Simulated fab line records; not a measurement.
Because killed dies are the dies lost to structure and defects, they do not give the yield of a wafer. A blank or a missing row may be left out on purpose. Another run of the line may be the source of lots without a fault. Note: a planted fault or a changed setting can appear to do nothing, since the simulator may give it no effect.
A struck lot beside a sound one ; flow nand harc ; 18 steps out of a route of 1302
Sound: the wafers L446.1, L446.5, L446.6. Struck: wafer L459.5. (L459.4, L459.6 of the same lot were not struck and are left out.) The cause comes at the end.
Per side, at each step with rows, come the tool, then ch with its chambers, and then its first start. Under that, the readings that differ: sound wafers ; struck wafers ; difference of the means ; sigmas: that difference in standard deviations of wafers without a fault.
alike: words and numbers the same on both sides, and readings whose means are apart by under 2 such deviations; not compared: readings that were withheld, readings missing a value for some wafer, numbers with overlapping values and no deviation given by the record, and bounds like >300 which may hide the same value.
Wherever a step has rows on one side only, a row that says differs or no value, or a row with sigmas, the two part there. Non-overlapping numbers with no deviation appear without sigmas and do not part them. A reading missing from all wafers of one side parts the sides only when that side holds two or more wafers.

first, 1 step without rows for these wafers: NHARC_A_CONTACT_SRD_22.
NHARC_A_CONTACT_INSPECT_23:
  sound on defect inspect-02, day 22 23:35; struck on defect inspect-02, day 28 02:11
  alike: raw defect count
then, 9 steps without rows for these wafers: NHARC_A_BLC_DEHYDRATE_00 (time 120 s); NHARC_A_BLC_HMDS_01 (time 30 s); NHARC_A_BLC_COAT_02 (time 75 s); NHARC_A_BLC_COAT_03 (time 65 s); NHARC_A_BLC_COAT_04 (resist thk 90 nm); NHARC_A_BLC_SOFTBAKE_05 (time 55 s); NHARC_A_BLC_EBR_06; NHARC_A_BLC_EXPOSE_07 (exposes mask A BLC, target cd 100 nm); NHARC_A_BLC_PEB_08 (peb time 65 s).
NHARC_A_BLC_DEVELOP_09: develop time 35 s.
  sound on litho track-04 ch 0, day 22 23:00; struck on litho track-06 ch 0, day 28 02:00
NHARC_A_BLC_CD_MEAS_10 targets a cd of 100 nm.
  sound on cd sem-01 ch 0, day 22 23:58; struck on cd sem-02 ch 0, day 28 02:42
reading;sound;struck;difference;sigmas
cd nm (nm);100.2 99.6 100.9;101.8;+1.6;+2
NHARC_A_BLC_OVL_MEAS_11:
  sound on overlay-01, day 23 00:03; struck on overlay-01, day 28 02:47
reading;sound;struck;difference;sigmas
overlay x nm (nm);-0.4 0.0 0.0;1.4;+1.5;+2
  alike: overlay y nm
NHARC_A_BLC_INSPECT_12:
  sound on defect inspect-01, day 23 00:05; struck on defect inspect-01, day 28 02:49
reading;sound;struck;difference;sigmas
raw defect count;34 33 37;126;+91;+2
NHARC_A_BLC_DESCUM_15: chemistry O2, time 3 s.
  sound on rie diel-11 ch 2,3, day 23 00:09; struck on rie diel-11 ch 2, day 28 02:53
  alike: chamber pressure mTorr, drypump motor current A, oes product au, rf vpp V, showerhead plenum p Torr, throttle valve pct
  not compared: rf hours counter h, model.A_BLC.cd nm
NHARC_A_BLC_ETCH_16: etches the open film in CF4, target depth 39 nm, time 65 s.
  sound on rie diel-11 ch 1,2, day 23 00:14; struck on rie diel-11 ch 3, day 28 02:58
reading;sound;struck;difference;sigmas
chamber pressure mTorr (mTorr);49.93 49.97 49.98;50.06;+0.10;+2
model.A_BLC.cd nm (nm);101 100 101.4;101.7;+0.9;
  alike: bias w, drypump motor current A, oes product au, rf vpp V, showerhead plenum p Torr, throttle valve pct
  not compared: rf hours counter h
NHARC_A_BLC_ETCH_17: etches the open film in N2/H2, target depth 390 nm, time 609.38 s.
  sound on rie diel-11 ch 0,3; struck on rie diel-11 ch 1
  alike: bias w, chamber pressure mTorr, drypump motor current A, oes product au, rf vpp V, showerhead plenum p Torr, throttle valve pct
  not compared: rf hours counter h

## WHERE THEY PART
Last at NHARC_A_BLC_ETCH_16 as far as this record goes, first at NHARC_A_BLC_CD_MEAS_10. Later steps at which nothing parts them and some readings are alike: NHARC_A_BLC_ETCH_17.

WHY: what had been put in by the simulator
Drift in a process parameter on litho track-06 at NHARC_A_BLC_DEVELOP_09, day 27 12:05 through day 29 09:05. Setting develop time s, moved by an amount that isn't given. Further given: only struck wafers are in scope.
